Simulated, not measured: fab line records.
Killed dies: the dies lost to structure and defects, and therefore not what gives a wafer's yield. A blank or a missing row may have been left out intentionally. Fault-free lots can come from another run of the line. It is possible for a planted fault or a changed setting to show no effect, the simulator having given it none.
Which tool did it? || flow n5Finfet || 33 wafers from 11 lots sampled at 5 of the route's 1938 steps

## WHAT EACH GAUGE READ, for each wafer
N5_BEOL_M15_RS_MEAS_54: measurement is done with a four-point probe.
{"lot": "L825", "measured": "day 12 12:40", "on": "filmMetro-01", "M15_RS (ohm/sq)": "0.0220 0.0219 0.0216"}
{"lot": "L830", "measured": "day 13 22:37", "on": "filmMetro-01", "M15_RS (ohm/sq)": "0.0219 0.0216 0.0220"}
{"lot": "L829", "measured": "day 13 23:17", "on": "filmMetro-02", "M15_RS (ohm/sq)": "0.0216 0.0220 0.0214"}
{"lot": "L832", "measured": "day 14 05:37", "on": "filmMetro-01", "M15_RS (ohm/sq)": "0.0222 0.0222 0.0218"}
{"lot": "L834", "measured": "day 14 18:43", "on": "filmMetro-02", "M15_RS (ohm/sq)": "0.0214 0.0209 0.0222"}
{"lot": "L837", "measured": "day 14 19:24", "on": "filmMetro-01", "M15_RS (ohm/sq)": "0.0220 0.0218 0.0216"}
{"lot": "L836", "measured": "day 15 06:31", "on": "filmMetro-01", "M15_RS (ohm/sq)": "0.0219 0.0217 0.0217"}
{"lot": "L838", "measured": "day 15 06:45", "on": "filmMetro-01", "M15_RS (ohm/sq)": "0.0221 0.0216 0.0217"}
{"lot": "L839", "measured": "day 15 23:55", "on": "filmMetro-01", "M15_RS (ohm/sq)": "0.0215 0.0216 0.0213"}
{"lot": "L840", "measured": "day 16 15:20", "on": "filmMetro-01", "M15_RS (ohm/sq)": "0.0216 0.0220 0.0209"}
{"lot": "L842", "measured": "day 17 03:40", "on": "filmMetro-01", "M15_RS (ohm/sq)": "0.0219 0.0206 0.0214"}

N5_MIM_BOT_LITHO_INSPECT_12: inspects for defects (macro).
{"lot": "L825", "measured": "day 12 17:46", "on": "defectInspect-02", "rawDefectCount": "1 2 2"}
{"lot": "L830", "measured": "day 14 04:59", "on": "defectInspect-02", "rawDefectCount": "2 1 1"}
{"lot": "L829", "measured": "day 14 05:13", "on": "defectInspect-02", "rawDefectCount": "2 3 2"}
{"lot": "L832", "measured": "day 14 10:00", "on": "defectInspect-01", "rawDefectCount": "5 1 1"}
{"lot": "L834", "measured": "day 15 06:20", "on": "defectInspect-02", "rawDefectCount": "2 0 2"}
{"lot": "L837", "measured": "day 15 06:30", "on": "defectInspect-01", "rawDefectCount": "1 4 0"}
{"lot": "L836", "measured": "day 15 12:40", "on": "defectInspect-01", "rawDefectCount": "1 2 4"}
{"lot": "L838", "measured": "day 15 12:55", "on": "defectInspect-02", "rawDefectCount": "3 2 2"}
{"lot": "L839", "measured": "day 16 05:27", "on": "defectInspect-01", "rawDefectCount": "1 1 6"}
{"lot": "L840", "measured": "day 16 20:21", "on": "defectInspect-02", "rawDefectCount": "4 2 6"}
{"lot": "L842", "measured": "day 17 08:08", "on": "defectInspect-02", "rawDefectCount": "1 3 2"}

N5_PASSIVATION_OVL_MEAS_60.
{"lot": "L825", "measured": "day 12 21:49", "on": "overlay-01", "TV_OVL (nm)": "-3 3 3"}
{"lot": "L830", "measured": "day 14 06:44", "on": "overlay-01", "TV_OVL (nm)": "-2 0 0"}
{"lot": "L829", "measured": "day 14 06:46", "on": "overlay-02", "TV_OVL (nm)": "0 6 -3"}
{"lot": "L832", "measured": "day 14 11:25", "on": "overlay-02", "TV_OVL (nm)": "-4 -8 -2"}
{"lot": "L834", "measured": "day 15 07:49", "on": "overlay-02", "TV_OVL (nm)": "-4 -2 -1"}
{"lot": "L837", "measured": "day 15 07:56", "on": "overlay-02", "TV_OVL (nm)": "-1 4 -1"}
{"lot": "L836", "measured": "day 15 14:31", "on": "overlay-01", "TV_OVL (nm)": "3 1 5"}
{"lot": "L838", "measured": "day 15 14:40", "on": "overlay-02", "TV_OVL (nm)": "9 12 6"}
{"lot": "L839", "measured": "day 16 07:05", "on": "overlay-01", "TV_OVL (nm)": "3 -1 7"}
{"lot": "L840", "measured": "day 17 00:32", "on": "overlay-01", "TV_OVL (nm)": "5 6 8"}
{"lot": "L842", "measured": "day 17 10:44", "on": "overlay-01", "TV_OVL (nm)": "-7 5 -6"}

N5_PASSIVATION_INSPECT_61: inspects for defects (macro).
{"lot": "L825", "measured": "day 12 21:50", "on": "defectInspect-02", "rawDefectCount": "2 1 3"}
{"lot": "L830", "measured": "day 14 06:46", "on": "defectInspect-01", "rawDefectCount": "2 0 3"}
{"lot": "L829", "measured": "day 14 06:47", "on": "defectInspect-02", "rawDefectCount": "3 2 2"}
{"lot": "L832", "measured": "day 14 11:27", "on": "defectInspect-01", "rawDefectCount": "3 4 2"}
{"lot": "L834", "measured": "day 15 07:51", "on": "defectInspect-01", "rawDefectCount": "2 2 2"}
{"lot": "L837", "measured": "day 15 07:57", "on": "defectInspect-01", "rawDefectCount": "1 3 2"}
{"lot": "L836", "measured": "day 15 14:32", "on": "defectInspect-02", "rawDefectCount": "2 2 3"}
{"lot": "L838", "measured": "day 15 14:42", "on": "defectInspect-01", "rawDefectCount": "54 71 47"}
{"lot": "L839", "measured": "day 16 07:07", "on": "defectInspect-01", "rawDefectCount": "49 60 52"}
{"lot": "L840", "measured": "day 17 00:34", "on": "defectInspect-02", "rawDefectCount": "57 66 59"}
{"lot": "L842", "measured": "day 17 10:45", "on": "defectInspect-01", "rawDefectCount": "2 2 0"}

## WHAT TOOL EACH LOT RAN ON (gives the tool, then ch and the chambers of the sampled wafers, and finally the start)
{"lot": "L825", "N5_MIM_BOT_ETCH_STRIP_01": "rieDiel-05 ch 1,2,3, day 12 18:25"}
{"lot": "L830", "N5_MIM_BOT_ETCH_STRIP_01": "rieDiel-01 ch 1,2, day 14 05:29"}
{"lot": "L829", "N5_MIM_BOT_ETCH_STRIP_01": "rieDiel-06 ch 0,2,3, day 14 05:38"}
{"lot": "L832", "N5_MIM_BOT_ETCH_STRIP_01": "rieDiel-05 ch 0,1,2, day 14 10:26"}
{"lot": "L834", "N5_MIM_BOT_ETCH_STRIP_01": "rieDiel-06 ch 1,2,3, day 15 06:46"}
{"lot": "L837", "N5_MIM_BOT_ETCH_STRIP_01": "rieDiel-05 ch 0,2, day 15 06:55"}
{"lot": "L836", "N5_MIM_BOT_ETCH_STRIP_01": "rieDiel-05 ch 1,3, day 15 13:14"}
{"lot": "L838", "N5_MIM_BOT_ETCH_STRIP_01": "rieDiel-01 ch 0,2, day 15 13:24"}
{"lot": "L839", "N5_MIM_BOT_ETCH_STRIP_01": "rieDiel-06 ch 1,2, day 16 05:52"}
{"lot": "L840", "N5_MIM_BOT_ETCH_STRIP_01": "rieDiel-05 ch 0,2, day 16 20:47"}
{"lot": "L842", "N5_MIM_BOT_ETCH_STRIP_01": "rieDiel-06 ch 1,2, day 17 08:33"}
- N5_MIM_BOT_ETCH_STRIP_01: strips in O2.

## WHAT THE TOOLS THEMSELVES READ (means of the sampled wafers that have a number; where no wafer has one, the mark that the record gives instead)
N5_MIM_BOT_ETCH_STRIP_01.
{"lot": "L825", "tool": "rieDiel-05", "chamberPressureMTorr (mTorr)": 30.04, "drypumpMotorCurrentA (A)": 5.8, "oesProductAu (a.u.)": 0.86, "rfVppV (V)": 1.7, "showerheadPlenumPTorr (Torr)": 2.11, "throttleValvePct (%)": 16.54}
{"lot": "L830", "tool": "rieDiel-01", "chamberPressureMTorr (mTorr)": 29.91, "drypumpMotorCurrentA (A)": 5.5, "oesProductAu (a.u.)": 0.73, "rfVppV (V)": 3.3, "showerheadPlenumPTorr (Torr)": 2.08, "throttleValvePct (%)": 16.51}
{"lot": "L829", "tool": "rieDiel-06", "chamberPressureMTorr (mTorr)": 29.97, "drypumpMotorCurrentA (A)": 5.9, "oesProductAu (a.u.)": 0.85, "rfVppV (V)": 3.2, "showerheadPlenumPTorr (Torr)": 2.17, "throttleValvePct (%)": 16.55}
{"lot": "L832", "tool": "rieDiel-05", "chamberPressureMTorr (mTorr)": 30.03, "drypumpMotorCurrentA (A)": 5.8, "oesProductAu (a.u.)": 0.87, "rfVppV (V)": 2.5, "showerheadPlenumPTorr (Torr)": 2.08, "throttleValvePct (%)": 16.39}
{"lot": "L834", "tool": "rieDiel-06", "chamberPressureMTorr (mTorr)": 29.94, "drypumpMotorCurrentA (A)": 5.6, "oesProductAu (a.u.)": 0.84, "rfVppV (V)": 4.7, "showerheadPlenumPTorr (Torr)": 2.15, "throttleValvePct (%)": 16.66}
{"lot": "L837", "tool": "rieDiel-05", "chamberPressureMTorr (mTorr)": 29.96, "drypumpMotorCurrentA (A)": 5.9, "oesProductAu (a.u.)": 0.82, "rfVppV (V)": 3.7, "showerheadPlenumPTorr (Torr)": 2.07, "throttleValvePct (%)": 16.42}
{"lot": "L836", "tool": "rieDiel-05", "chamberPressureMTorr (mTorr)": 29.99, "drypumpMotorCurrentA (A)": 5.9, "oesProductAu (a.u.)": 0.92, "rfVppV (V)": 3.8, "showerheadPlenumPTorr (Torr)": 2.08, "throttleValvePct (%)": 16.50}
{"lot": "L838", "tool": "rieDiel-01", "chamberPressureMTorr (mTorr)": "-", "drypumpMotorCurrentA (A)": "-", "oesProductAu (a.u.)": "-", "rfVppV (V)": "-", "showerheadPlenumPTorr (Torr)": "-", "throttleValvePct (%)": "-"}
{"lot": "L839", "tool": "rieDiel-06", "chamberPressureMTorr (mTorr)": "-", "drypumpMotorCurrentA (A)": "-", "oesProductAu (a.u.)": "-", "rfVppV (V)": "-", "showerheadPlenumPTorr (Torr)": "-", "throttleValvePct (%)": "-"}
{"lot": "L840", "tool": "rieDiel-05", "chamberPressureMTorr (mTorr)": "-", "drypumpMotorCurrentA (A)": "-", "oesProductAu (a.u.)": "-", "rfVppV (V)": "-", "showerheadPlenumPTorr (Torr)": "-", "throttleValvePct (%)": "-"}
{"lot": "L842", "tool": "rieDiel-06", "chamberPressureMTorr (mTorr)": 30.02, "drypumpMotorCurrentA (A)": 6.0, "oesProductAu (a.u.)": 0.83, "rfVppV (V)": 3.6, "showerheadPlenumPTorr (Torr)": 2.14, "throttleValvePct (%)": 16.64}

## THE ANSWER, worked out from the rows above alone
Rule: the lots themselves supply what counts as usual. Put in order of their means at a reading, lots are off if they are a third of the lots or fewer, leave a main group of 4 or more, and stand apart from it by a gap of 3 or more times the standard deviation of the main group's means; of several such gaps the widest counts. Not used: any main group whose means are identical at the precision the tables above print for the reading. A lot without any number at a reading at which 4 lots or more have one is off too. All remaining lots with rows at the step are treated as sound. First the gauges in route order, then the tools' own readings, where a lot's mean is used as printed above. The first step at which some lot is off is used, and at that step the reading that is off furthest; a lot without a number counts as furthest.
Off: L838, L839, L840, at N5_PASSIVATION_INSPECT_61 (rawDefectCount). The main group has a mean of 2.1 with a standard deviation of 0.46.
A tool fits if, at a process step before that reading, it ran every lot that is off, and no sound lot after the first of them. Not tried: the gauges at N5_PASSIVATION_INSPECT_61; whatever is off there is also off at N5_MIM_BOT_ETCH_STRIP_01, on other tools, and gauge error can't account for it. Not one of the candidates tried fits.

## WHAT HAD BEEN PUT IN BY THE SIMULATOR
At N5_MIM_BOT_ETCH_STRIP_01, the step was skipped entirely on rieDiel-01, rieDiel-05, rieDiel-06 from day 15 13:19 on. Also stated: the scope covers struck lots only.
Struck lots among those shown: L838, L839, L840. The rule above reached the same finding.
